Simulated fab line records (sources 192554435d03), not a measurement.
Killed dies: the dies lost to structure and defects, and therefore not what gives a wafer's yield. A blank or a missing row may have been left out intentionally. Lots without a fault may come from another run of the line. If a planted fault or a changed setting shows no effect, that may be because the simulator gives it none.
A lot that was struck, set against a sound lot    flow n5Finfet    37 steps out of a route of 1938
Sound: wafers L806.2, L806.4, L806.5. Struck: wafer L812.1 (L812.3, L812.6, from the same lot, were not struck and are left out); the cause is given at the end.
Each step with rows lists, per side, the tool, then ch with its chambers, then its first start. Under that, the readings that differ: sound wafers    struck wafers    difference of the means    sigmas: that difference in standard deviations of wafers without a fault.
alike: readings whose means differ by less than 2 such deviations, and words and numbers that are the same on both sides. not compared: withheld readings, readings that some wafer has no value for, bounds like >300 that may hide the same value, and numbers for which the record gives no deviation and whose values overlap.
A row with sigmas, a row that says differs or no value, or rows on one side alone: a step with any of these is where the two part. When numbers do not overlap yet have no deviation, they are printed without sigmas and do not part them. A reading missing from all wafers of one side parts the sides only when that side holds two or more wafers.

first, 9 steps without rows for these wafers: N5_BEOL_M13_PRE_CLEAN_42 (time 30 s); N5_BEOL_M13_SPUTTER_43 (material TaN, target thk 15 nm, time 24.19 s); N5_BEOL_M13_SPUTTER_44 (material Ta, target thk 10 nm, time 16.13 s); N5_BEOL_M13_SPUTTER_45 (material Cu, target thk 80 nm, time 13.33 s); N5_BEOL_M13_ECD_47 (material Cu, target thk 936 nm); N5_BEOL_M13_ANNEAL_48 (time 90 s); N5_BEOL_M13_CMP_49 (polishes, stops on SiOC, t overpolish 17.1 s, target thk 420 nm); N5_BEOL_M13_PRE_CLEAN_52 (time 15 s); N5_BEOL_M13_DEP_53 (deposits SiCN from 3MS/NH3, target thk 50 nm, time 17.8 s).
N5_BEOL_M14_ILD_DEP_00: deposits SiO2 from TEOS/O2, target thk 1119.3 nm, time 237.4 s.
  sound on pecvd-03 ch 1,2, day 12 05:59; struck on pecvd-03 ch 1, day 14 09:07
reading                                       sound              struck  difference  sigmas
runLengthS (s)                                279.3 280.3 279.6  245.9   -33.8       -77
model.SiO2_of_BEOL_M14_ILD_DEP_00.thkNm (nm)  1122 1148 1146     942.4   -196.3      
  alike: heaterPowerW, showerheadPlenumPTorr, showerheadVppV, throttleValvePct
  not compared: sinceWetCleanH
N5_BEOL_M14_THK_MEAS_01:
  sound on filmMetro-02, day 12 06:10; struck on filmMetro-01, day 14 09:19
reading           sound           struck  difference  sigmas
M14_ILD_THK (nm)  1122 1150 1146  943     -196        -15
then, 10 steps without rows for these wafers: N5_BEOL_M14_COAT_58 (time 60 s, resist thk 89 nm); N5_BEOL_M14_COAT_04 (resist thk 800 nm); N5_BEOL_M14_EBR_06; N5_BEOL_M14_SOFTBAKE_05 (time 60 s); N5_BEOL_M14_EXPOSE_07 (exposes mask V13); N5_BEOL_M14_PEB_08 (peb time 90 s); N5_BEOL_M14_DEVELOP_09 (develop time 45 s); N5_BEOL_M14_HARDBAKE_14 (time 120 s); N5_BEOL_M14_DESCUM_15 (chemistry O2, time 7.9 s); N5_BEOL_M14_ETCH_59 (etches BARC in N2/H2, target depth 89 nm, overetch 26.7 nm, time 67.9 s).
N5_BEOL_M14_VIA_ETCH_16: etches SiO2 in C4F8/O2/Ar, target depth 1231.3 nm.
  sound on rieDiel-02 ch 0,1,3, day 12 06:39; struck on rieDiel-05 ch 2, day 14 09:47
reading                                    sound              struck  difference  sigmas
heOuterTorr (Torr)                         30.08 30.00 29.98  29.89   -0.13       -2
model.etch.depthNm (nm)                    1122 1148 1146     942.4   -196.3      
model.coat_of_BEOL_M14_COAT_04.thkNm (nm)  453.4 449.2 446.8  495     +45         
  alike: drypumpMotorCurrentA, oesProductAu, rfVppV, showerheadPlenumPTorr, throttleValvePct
then, 13 steps without rows for these wafers: N5_BEOL_M14_STRIP_63 (strips in O2); N5_BEOL_M14_STRIP_64 (strips in O2); N5_BEOL_M14_STRIP_71 (strips in post etch residue remover, time 60 s); N5_BEOL_M14_SRD_72 (time 30 s, dry time 30 s); N5_BEOL_M14_COAT_65 (time 60 s, resist thk 450 nm); N5_BEOL_M14_COAT_66 (time 60 s, resist thk 110 nm); N5_BEOL_M14_COAT_22 (resist thk 300 nm); N5_BEOL_M14_EBR_24; N5_BEOL_M14_SOFTBAKE_23 (time 60 s); N5_BEOL_M14_EXPOSE_25 (exposes mask M14, target cd 280 nm); N5_BEOL_M14_PEB_26 (peb time 90 s); N5_BEOL_M14_DEVELOP_27 (develop time 45 s); N5_BEOL_M14_HARDBAKE_32 (time 120 s).
N5_BEOL_M14_CMP_49: polishes, stops on SiO2, t overpolish 5.2 s, target thk 560 nm.
  sound on cmp-03 ch 0,1,3, day 12 13:59; struck on cmp-03 ch 3, day 14 14:40
reading                                       sound           struck  difference  sigmas
model.SiO2_of_BEOL_M14_ILD_DEP_00.thkNm (nm)  1041 1068 1066  862.6   -195.7      
  alike: clearingPlatenDownForcePsi, motorCurrentA
N5_PASSIVATION_PROBE_49:
  rows exist in the record for the struck wafers here (prober-01, day 15 10:35), but not for the sound ones

## WHERE THEY PART
Last at N5_PASSIVATION_PROBE_49 as far as this record goes, first at N5_BEOL_M14_ILD_DEP_00.

WHY: the cause the simulator had injected
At N5_BEOL_M14_ILD_DEP_00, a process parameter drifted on pecvd-03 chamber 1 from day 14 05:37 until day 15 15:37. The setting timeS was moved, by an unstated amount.
